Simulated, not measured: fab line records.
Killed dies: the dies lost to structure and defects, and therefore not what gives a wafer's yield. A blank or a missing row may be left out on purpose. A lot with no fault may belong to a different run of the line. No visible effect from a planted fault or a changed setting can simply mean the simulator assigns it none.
A lot that was struck, set against a sound lot + flow nand-harc + 43 steps out of a route of 1159
Sound: these wafers, L599.1, L599.5, L599.6. Struck: wafers L608.3, L608.5, L608.6. Last of all comes the cause.
Order at every step that has rows: each side's tool, ch and its chambers, its first start. Under that, the readings that differ: sound wafers + struck wafers + difference of the means + sigmas: that difference in standard deviations of wafers without a fault.
alike: same words and numbers on both sides, and readings whose means sit less than 2 such deviations apart. not compared: any withheld reading, any reading some wafer has no value for, any bound like >300 that may hide the same value, and any number with overlapping values for which the record gives no deviation.
Wherever a step has rows on one side only, a row that says differs or no value, or a row with sigmas, the two part there. Non-overlapping numbers with no deviation appear without sigmas and do not part them. A reading missing from all wafers of one side parts the sides only when that side holds two or more wafers.

NHARC_A_CONTACT_ETCH_121: etches the open film in C4F8/O2/Ar, time 94 s, target depth 922 nm.
  sound on har-cap-etch-01 ch 0,1, day 16 03:46; struck on har-cap-etch-03 ch 0,1, day 18 19:10
  not compared: rf-hours-counter-h
then, 4 steps without rows for these wafers: NHARC_A_CONTACT_ETCH_122 (etches the open film in C4F8/O2/Ar, time 95 s, target depth 930 nm); NHARC_A_CONTACT_ETCH_123 (etches the open film in C4F8/O2/Ar, time 253 s, target depth 1090 nm); NHARC_A_CONTACT_ETCH_90 (etches the open film in CH3F/O2, target depth 40 nm, time 85.7 s); NHARC_A_CONTACT_ETCH_96 (etches the open film in C4F6/O2, target depth 20 nm, time 10 s).
NHARC_A_CONTACT_CD_MEAS_53:
  sound on cd-sem-02, day 16 04:48; struck on cd-sem-02, day 18 20:08
  alike: cd-nm
then, 6 steps without rows for these wafers: NHARC_A_CONTACT_STRIP_99 (strips in N2/H2); NHARC_A_CONTACT_STRIP_100 (strips in CF4/CHF3); NHARC_A_CONTACT_STRIP_101 (strips in O2/COS); NHARC_A_CONTACT_ETCH_102 (etches the open film in CF4/O2, target depth 70 nm, overetch 7 nm, time 38.5 s); NHARC_A_CONTACT_STRIP_55 (strips in O2); NHARC_A_CONTACT_STRIP_56 (strips in post etch residue remover, time 600 s).
NHARC_A_CONTACT_DEP_57: deposits aC, target thk 2800 nm.
  sound on acl-dep-02 ch 0, day 16 07:14; struck on acl-dep-02 ch 0, day 18 21:49
  alike: throttle-valve-pct
then, 11 steps without rows for these wafers: NHARC_A_CONTACT_DEP_58 (deposits SiON, target thk 60 nm); NHARC_A_CONTACT_DEHYDRATE_59 (time 120 s); NHARC_A_CONTACT_HMDS_60 (time 30 s); NHARC_A_CONTACT_COAT_61 (time 75 s); NHARC_A_CONTACT_COAT_62 (time 65 s); NHARC_A_CONTACT_COAT_63 (resist thk 90 nm); NHARC_A_CONTACT_SOFTBAKE_64 (time 55 s); NHARC_A_CONTACT_EBR_65; NHARC_A_CONTACT_EXPOSE_66 (exposes mask A CC 2); NHARC_A_CONTACT_PEB_67 (peb time 65 s); NHARC_A_CONTACT_DEVELOP_68 (develop time 35 s).
NHARC_A_CONTACT_CD_MEAS_69: target cd 200 nm.
  sound on cd-sem-01 ch 0, day 16 09:34; struck on cd-sem-01 ch 0, day 18 23:34
  alike: cd-nm
NHARC_A_CONTACT_OVL_MEAS_70:
  sound on overlay-02, day 16 09:40; struck on overlay-02, day 18 23:39
  alike: overlay-x-nm, overlay-y-nm
NHARC_A_CONTACT_INSPECT_71:
  sound on defect-inspect-02, day 16 09:42; struck on defect-inspect-02, day 18 23:41
| reading          | sound    | struck  | difference | sigmas |
|------------------|----------|---------|------------|--------|
| raw-defect-count | 29 38 38 | 10 7 12 | -25        | -2     |
then, 1 step without rows for these wafers: NHARC_A_CONTACT_DESCUM_74 (chemistry O2, time 3 s).
NHARC_A_CONTACT_ETCH_75: etches the open film in CF4, target depth 39 nm, time 65 s.
  sound on rie-diel-08 ch 0,1, day 16 09:51; struck on rie-diel-08 ch 0,1, day 18 23:51
  alike: drypump-motor-current-A, oes-product-au, rf-vpp-V, showerhead-plenum-p-Torr, throttle-valve-pct
  not compared: rf-hours-counter-h
then, 6 steps without rows for these wafers: NHARC_A_CONTACT_ETCH_76 (etches the open film in N2/H2, target depth 260 nm, time 475.3 s); NHARC_A_CONTACT_ETCH_77 (etches the open film in CF4/CHF3, target depth 72.6 nm, time 36.3 s); NHARC_A_CONTACT_ETCH_78 (etches the open film in O2/COS, target depth 2800 nm, time 728 s); NHARC_A_CONTACT_ETCH_124 (etches the open film in C4F8/O2/Ar, time 140 s, target depth 700 nm); NHARC_A_CONTACT_ETCH_125 (etches the open film in C4F8/O2/Ar, time 155 s, target depth 956 nm); NHARC_A_CONTACT_ETCH_126 (etches the open film in C4F8/O2/Ar, time 155 s, target depth 956 nm).
NHARC_A_CONTACT_ETCH_127: etches the open film in C4F8/O2/Ar, time 155 s, target depth 956 nm.
  sound on har-cap-etch-03 ch 0,1, day 16 11:23; struck on har-cap-etch-01 ch 0,1, day 19 01:38
  not compared: rf-hours-counter-h
then, 4 steps without rows for these wafers: NHARC_A_CONTACT_ETCH_128 (etches the open film in C4F8/O2/Ar, time 155 s, target depth 956 nm); NHARC_A_CONTACT_ETCH_129 (etches the open film in C4F8/O2/Ar, time 155 s, target depth 956 nm); NHARC_A_CONTACT_ETCH_130 (etches the open film in C4F8/O2/Ar, time 155 s, target depth 956 nm); NHARC_A_CONTACT_ETCH_131 (etches the open film in C4F8/O2/Ar, time 155 s, target depth 956 nm).
NHARC_A_CONTACT_ETCH_132: etches the open film in C4F8/O2/Ar, time 156 s, target depth 958 nm.
  sound on har-cap-etch-03 ch 0,1, day 16 12:06; struck on har-cap-etch-01 ch 0,1, day 19 02:20
  not compared: rf-hours-counter-h
NHARC_A_CONTACT_ETCH_133: etches the open film in C4F8/O2/Ar, time 195 s, target depth 840 nm.
  sound on har-cap-etch-03 ch 0,1, day 16 12:16; struck on har-cap-etch-01 ch 0,1, day 19 02:32
  not compared: rf-hours-counter-h
-- break in the record here, with 2 days between the starts of the struck wafers on either side (left off in module A_CONTACT, picked up again in module END, where the first step shown is number 1159 on the route) --
NHARC_END_SORT_01:
  only the struck wafers appear in the record here, on prober-01 ch 0 at day 21 14:26; the sound ones have no rows

== WHERE THEY PART ==
First at NHARC_A_CONTACT_INSPECT_71; last, within this record, at NHARC_END_SORT_01.

WHY: whatever the simulator had introduced
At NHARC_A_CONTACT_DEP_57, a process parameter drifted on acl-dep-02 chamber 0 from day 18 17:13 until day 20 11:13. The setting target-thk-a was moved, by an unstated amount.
